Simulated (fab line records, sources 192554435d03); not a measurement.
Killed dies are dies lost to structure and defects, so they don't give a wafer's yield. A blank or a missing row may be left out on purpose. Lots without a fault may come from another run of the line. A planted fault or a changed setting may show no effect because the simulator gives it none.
Split-lot experiment | flow n5_finfet | 7 lots, 39 wafers read, on a route of 1938 steps

THE SPLIT
At N5_HKMG_FIN_ALD_91 (deposits TiN, target thk 1 nm, pulse time 1 s, purge time 3 s), the setting ald_cycles was moved away from the recipe's 47 on 12 of the 39 wafers read, by -57.4% to +23.4%. The other wafers ran this setting at the recipe's value.

The reading is taken at the split's own step.

THE READING
TiN_of_HKMG_FIN_ALD_91.thk_nm (the simulator's own value, which no gauge read), in nm, at N5_HKMG_FIN_ALD_91 (deposits TiN, target thk 1 nm, pulse time 1 s, purge time 3 s). The file gives no usual value for it.

wafer  | tool, chamber at the split | ald_cycles as run | against the recipe | TiN_of_HKMG_FIN_ALD_91.thk_nm, nm | against lot-mates on the recipe
L074.1 | ald_metal-02, 0,1,3        | 47                | recipe             | 1                                 | -
L074.2 | ald_metal-02, 0,1,3        | 47                | recipe             | 1                                 | -
L074.5 | ald_metal-02, 0,1,3        | 47                | recipe             | 1                                 | -
L074.3 | ald_metal-02, 3,2,2        | 58                | +23.4%             | 1.2                               | +0.2
L074.4 | ald_metal-02, 3,2,2        | 58                | +23.4%             | 1.2                               | +0.2
L074.6 | ald_metal-02, 3,2,2        | 58                | +23.4%             | 1.2                               | +0.2
L082.1 | ald_metal-01, 0,3,0        | 47                | recipe             | 1                                 | -
L082.3 | ald_metal-01, 0,3,0        | 47                | recipe             | 1                                 | -
L082.5 | ald_metal-01, 0,3,0        | 47                | recipe             | 1                                 | -
L082.2 | ald_metal-01, 1,2,3        | 20                | -57.4%             | 0.4                               | -0.6
L082.4 | ald_metal-01, 1,2,3        | 20                | -57.4%             | 0.4                               | -0.6
L082.6 | ald_metal-01, 1,2,3        | 20                | -57.4%             | 0.4                               | -0.6
L086.1 | ald_metal-01, 3,2,1,0,0,1  | 47                | recipe             | 1                                 | -
L086.2 | ald_metal-01, 3,2,1,0,0,1  | 47                | recipe             | 1                                 | -
L086.3 | ald_metal-01, 3,2,1,0,0,1  | 47                | recipe             | 1                                 | -
L086.4 | ald_metal-01, 3,2,1,0,0,1  | 47                | recipe             | 1                                 | -
L086.5 | ald_metal-01, 3,2,1,0,0,1  | 47                | recipe             | 1                                 | -
L086.6 | ald_metal-01, 3,2,1,0,0,1  | 47                | recipe             | 1                                 | -
L091.3 | ald_metal-01, 2,1,2        | 47                | recipe             | 1                                 | -
L091.5 | ald_metal-01, 2,1,2        | 47                | recipe             | 1                                 | -
L091.6 | ald_metal-01, 2,1,2        | 47                | recipe             | 1                                 | -
L092.1 | ald_metal-02, 2,0,1        | 47                | recipe             | 1                                 | -
L092.2 | ald_metal-02, 2,0,1        | 47                | recipe             | 1                                 | -
L092.6 | ald_metal-02, 2,0,1        | 47                | recipe             | 1                                 | -
L092.3 | ald_metal-02, 1,3,2        | 21                | -55.3%             | 0.4                               | -0.6
L092.4 | ald_metal-02, 1,3,2        | 21                | -55.3%             | 0.4                               | -0.6
L092.5 | ald_metal-02, 1,3,2        | 21                | -55.3%             | 0.4                               | -0.6
L094.1 | ald_metal-02, 2,3,1,0,3,2  | 47                | recipe             | 1                                 | -
L094.2 | ald_metal-02, 2,3,1,0,3,2  | 47                | recipe             | 1                                 | -
L094.3 | ald_metal-02, 2,3,1,0,3,2  | 47                | recipe             | 1                                 | -
L094.4 | ald_metal-02, 2,3,1,0,3,2  | 47                | recipe             | 1                                 | -
L094.5 | ald_metal-02, 2,3,1,0,3,2  | 47                | recipe             | 1                                 | -
L094.6 | ald_metal-02, 2,3,1,0,3,2  | 47                | recipe             | 1                                 | -
L096.1 | ald_metal-01, 1,2,1        | 58                | +23.4%             | 1.2                               | +0.2
L096.4 | ald_metal-01, 1,2,1        | 58                | +23.4%             | 1.2                               | +0.2
L096.6 | ald_metal-01, 1,2,1        | 58                | +23.4%             | 1.2                               | +0.2
L096.2 | ald_metal-01, 0,3,2        | 47                | recipe             | 1                                 | -
L096.3 | ald_metal-01, 0,3,2        | 47                | recipe             | 1                                 | -
L096.5 | ald_metal-01, 0,3,2        | 47                | recipe             | 1                                 | -
Where a row lists several chambers, the file gives one row for several wafers and doesn't say which wafer went through which chamber.

THE FIT
A straight line over all 39 wafers: TiN_of_HKMG_FIN_ALD_91.thk_nm changes by +0.0102 nm for each +1% of ald_cycles; r = +1.00; the points scatter about the line by 0.016 nm.
The same after taking each lot's own level away (the mean of its wafers on the recipe; 39 wafers): +0.0102 nm for each +1%; r = +1.00; scatter 0.016 nm.
On that fit, the largest move of ald_cycles shifts the reading by 0.59 nm.
The lots' own levels span 1.00 to 1.00 nm.
So the lot-to-lot level changes the slope little: the two slopes agree.
Check: with one of the wafers moved furthest among these (-57.4%) left out of the fit, the line predicts -0.598 nm for it against its lot-mates. It came out at -0.6 nm against them.

OTHER SPLITS ON THESE WAFERS
These wafers also went through other splits before the reading. Each is held against what the fit with the lots' levels taken away leaves over:
other split on the same wafers        | wafers away from the commonest value | r with TiN_of_HKMG_FIN_ALD_91.thk_nm (lot level and that fit taken away)
N5_FIN_SAQP_DEVELOP_15 develop_time_s | 15                                   | +0.22
N5_DUMMY_GATE_PECVD_30 time_s         | 15                                   | -0.32

THE FILE'S OWN FIT
TiN_of_HKMG_FIN_ALD_91.thk_nm changes by +0.0103 nm for each +1% of ald_cycles, r = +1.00.
